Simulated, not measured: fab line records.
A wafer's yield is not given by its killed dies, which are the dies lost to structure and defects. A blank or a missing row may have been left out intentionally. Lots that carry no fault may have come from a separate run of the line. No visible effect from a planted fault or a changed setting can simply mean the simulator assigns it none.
2 desks looking at one fault | flow n5 finfet | numbers are kept per desk, each desk with only its own; the story behind them comes last

AT THE TOOL OWNER'S DESK: litho track-03
The tool's own readings at N5_DUMMY_GATE_COAT_35 (time 60 s, resist thk 10 nm): means of the sampled wafers that have a number, for each lot that ran on this tool. Marked OUT: a lot whose mean sits more than 4 standard deviations from the usual mean, which makes it out of limits; the brackets give that distance.
Columns: A = chill plate temp C at N5_DUMMY_GATE_COAT_35, usual 23.02 C; B = dispense pressure kPa at N5_DUMMY_GATE_COAT_35, usual 53.4 kPa; C = spin speed rpm at N5_DUMMY_GATE_COAT_35, usual 1499.8 rpm
lot  | first seen here | A     | B    | C
L865 | day 5 00:23     | 23.03 | 56.0 | 1500.0
L868 | day 5 23:28     | 23.00 | 56.0 | 1499.5
L871 | day 6 11:02     | 22.99 | 56.0 | 1438.9 (-64) OUT
L873 | day 6 20:49     | 23.10 | 56.0 | 1440.0 (-63) OUT
Finding of this desk: L871, L873 out of limits; the first was L871 at day 6 11:02, on spin speed rpm at N5_DUMMY_GATE_COAT_35. L865, L868: within limits.

THE METROLOGY DESK
What the gauges read for every lot (on any tool): the sampled wafers with a number, averaged. Marked OUT: a lot whose mean sits more than 4 standard deviations from the usual mean, which makes it out of limits; the brackets give that distance. Only the readings that lie furthest out on some lot appear, 7 of the 11 it has.
Columns: A = DIBL_N at N5_BEOL_M4_RC_MEAS_101, usual 35.9 mV/V; B = IOFF_N at N5_BEOL_M4_RC_MEAS_101, usual 0.152 nA/um; C = IOFF_P at N5_BEOL_M4_RC_MEAS_101, usual 0.204 nA/um; D = ION_P at N5_BEOL_M4_RC_MEAS_101, usual 462 uA/um; E = SS_P at N5_BEOL_M4_RC_MEAS_101, usual 73.2 mV/dec; F = VT_N at N5_BEOL_M4_RC_MEAS_101, usual 250.3 mV; G = VT_P at N5_BEOL_M4_RC_MEAS_101, usual -250.6 mV
lot  | first seen here | A    | B     | C     | D   | E    | F     | G
L857 | day 2 23:41     | 36.5 | 0.141 | 0.188 | 458 | 72.7 | 252.5 | -252.3
L861 | day 3 21:47     | 36.4 | 0.140 | 0.183 | 459 | 73.0 | 252.7 | -252.6
L865 | day 5 00:38     | 36.8 | 0.173 | 0.222 | 468 | 73.4 | 246.4 | -248.9
L868 | day 5 23:52     | 34.5 | 0.146 | 0.206 | 464 | 72.9 | 251.4 | -249.0
L871 | day 6 11:26     | 33.7 | 0.148 | 0.213 | 473 | 72.9 | 249.6 | -247.9
L873 | day 6 21:11     | 35.4 | 0.144 | 0.195 | 463 | 73.1 | 251.3 | -250.1
L876 | day 7 14:59     | 36.2 | 0.169 | 0.225 | 469 | 72.8 | 246.8 | -248.2
L877 | day 7 23:15     | 35.9 | 0.158 | 0.182 | 454 | 73.3 | 249.6 | -254.8
L879 | day 8 08:56     | 39.0 | 0.194 | 0.253 | 461 | 74.3 | 248.7 | -248.9
This desk's finding: nothing out of limits on any of the 9 lots.

TAKEN TOGETHER
On L871, L873, at day 6 11:02, an alarm was possible from the tool owner's desk.
Nothing out of limits was seen by the metrology desk.
The metrology desk holds a record of L871, L873, inside its limits.
On litho track-03, each named lot ran N5_DUMMY_GATE_COAT_35.

WHAT WAS PUT IN BY THE SIMULATOR
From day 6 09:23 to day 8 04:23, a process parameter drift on litho track-03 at N5_DUMMY_GATE_COAT_35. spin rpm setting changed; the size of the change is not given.
Struck lots among those shown: L871, L873.
Time in hours from fault onset to the first out-of-limits reading at each desk: the tool owner's desk, 2.
